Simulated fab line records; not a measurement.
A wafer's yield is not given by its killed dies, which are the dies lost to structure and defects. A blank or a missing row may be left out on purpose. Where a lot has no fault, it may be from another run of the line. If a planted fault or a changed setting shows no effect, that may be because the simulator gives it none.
Chamber matching :: flow nand_harc :: 3 sister chambers for NHARC_A_SLIT_DEP_25 on pecvd-03
The step deposits SiO2, target thk 200 nm. 3 wafers are shown with their chamber, then 12 later ones without.

== WAFERS PAIRED WITH THEIR CHAMBERS ==
wafer: L089.3
chamber: 1
throttle_valve_pct (%): 16.5

wafer: L089.4
chamber: 2
throttle_valve_pct (%): 15.3

wafer: L089.6
chamber: 0
throttle_valve_pct (%): 16.7

== WAFERS MISSING THEIR CHAMBER ==
wafer: L090.2
throttle_valve_pct (%): 16.7

wafer: L090.4
throttle_valve_pct (%): 15.2

wafer: L090.5
throttle_valve_pct (%): 16.8

wafer: L091.3
throttle_valve_pct (%): 16.4

wafer: L091.4
throttle_valve_pct (%): 15.3

wafer: L091.5
throttle_valve_pct (%): 16.8

wafer: L093.1
throttle_valve_pct (%): 16.6

wafer: L093.2
throttle_valve_pct (%): 16.8

wafer: L093.5
throttle_valve_pct (%): 16.7

wafer: L096.1
throttle_valve_pct (%): 16.4

wafer: L096.3
throttle_valve_pct (%): 16.6

wafer: L096.5
throttle_valve_pct (%): 16.7

== WHICH CHAMBER EACH ONE RAN IN ==
wafer: L090.2
from the rows above: 0
in truth: 0

wafer: L090.4
from the rows above: 2
in truth: 2

wafer: L090.5
from the rows above: 0
in truth: 0

wafer: L091.3
from the rows above: 1
in truth: 1

wafer: L091.4
from the rows above: 2
in truth: 2

wafer: L091.5
from the rows above: 0
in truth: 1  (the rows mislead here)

wafer: L093.1
from the rows above: can't be placed: 0 or 1
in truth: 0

wafer: L093.2
from the rows above: 0
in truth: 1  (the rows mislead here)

wafer: L093.5
from the rows above: 0
in truth: 0

wafer: L096.1
from the rows above: 1
in truth: 1

wafer: L096.3
from the rows above: can't be placed: 0 or 1
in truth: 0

wafer: L096.5
from the rows above: 0
in truth: 0
8 of 12 placed correctly. These rows do not allow placing 2 (true chamber among the candidates in 2). Wrongly placed: 2.
How it was worked out, from the rows above alone: a wafer's distance from a chamber is the root of the sum, over the readings, of the square of ((its reading less the chamber's mean) divided by the reading's scatter). The wafer belongs to the nearest chamber; if the next one is less than 2 further off, it can't be placed. A chamber's mean is the mean of its shown wafers. The scatter (one wafer shown for each chamber): square how far every hidden wafer sits from the nearest shown wafer, average those squares and take the square root.
